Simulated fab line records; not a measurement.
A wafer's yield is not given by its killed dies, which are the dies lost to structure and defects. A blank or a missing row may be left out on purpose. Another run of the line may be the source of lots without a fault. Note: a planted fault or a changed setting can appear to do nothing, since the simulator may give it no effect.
Matching of chambers + flow n5_finfet + N5_PMOS_HMC_CHANNEL_EPI_STRIP_33 on rie_diel-03: 4 sister chambers
The step strips in N2/H2. 8 wafers are shown with their chamber, then 8 later ones without.

## WAFERS WITH THEIR CHAMBER
| wafer  | chamber | drypump_motor_current_A (A) | showerhead_plenum_p_Torr (Torr) |
|--------|---------|-----------------------------|---------------------------------|
| L078.1 | 0       | 4.9                         | 3.38                            |
| L081.2 | 2       | 5.8                         | 3.39                            |
| L081.4 | 1       | 6.0                         | 3.50                            |
| L081.5 | 1       | 6.1                         | 3.50                            |
| L083.6 | 2       | 5.8                         | 3.39                            |
| L086.3 | 0       | 4.9                         | 3.37                            |
| L086.6 | 3       | 6.7                         | 3.44                            |
| L088.1 | 3       | 6.7                         | 3.44                            |

## WAFERS WITHOUT THEIR CHAMBER
| wafer  | drypump_motor_current_A (A) | showerhead_plenum_p_Torr (Torr) |
|--------|-----------------------------|---------------------------------|
| L088.4 | 5.8                         | 3.38                            |
| L088.6 | 5.8                         | 3.38                            |
| L089.1 | 5.8                         | 3.38                            |
| L089.2 | 6.7                         | 3.44                            |
| L089.3 | 6.1                         | 3.49                            |
| L096.1 | 5.8                         | 3.38                            |
| L096.3 | 4.9                         | 3.36                            |
| L096.5 | 6.0                         | 3.49                            |

## EACH ONE'S CHAMBER
| wafer  | from the rows above | in truth |
|--------|---------------------|----------|
| L088.4 | 2                   | 2        |
| L088.6 | 2                   | 2        |
| L089.1 | 2                   | 2        |
| L089.2 | 3                   | 3        |
| L089.3 | 1                   | 1        |
| L096.1 | 2                   | 2        |
| L096.3 | 0                   | 0        |
| L096.5 | 1                   | 1        |
Correct placement for 8 of the 8. Not placeable from these rows: 0. Wrongly placed: 0.
How it was worked out, from the rows above alone: a wafer's distance from a chamber is the root of the sum, over the readings, of the square of ((its reading less the chamber's mean) divided by the reading's scatter). If the next closest chamber is less than 2 further off than the closest, the wafer can't be placed; otherwise it belongs to the closest. Each chamber's mean is taken over the wafers shown for it. The scatter is the square root of a quotient: the sum, over the shown wafers, of each reading's squared deviation from its chamber's mean, divided by wafers minus chambers.
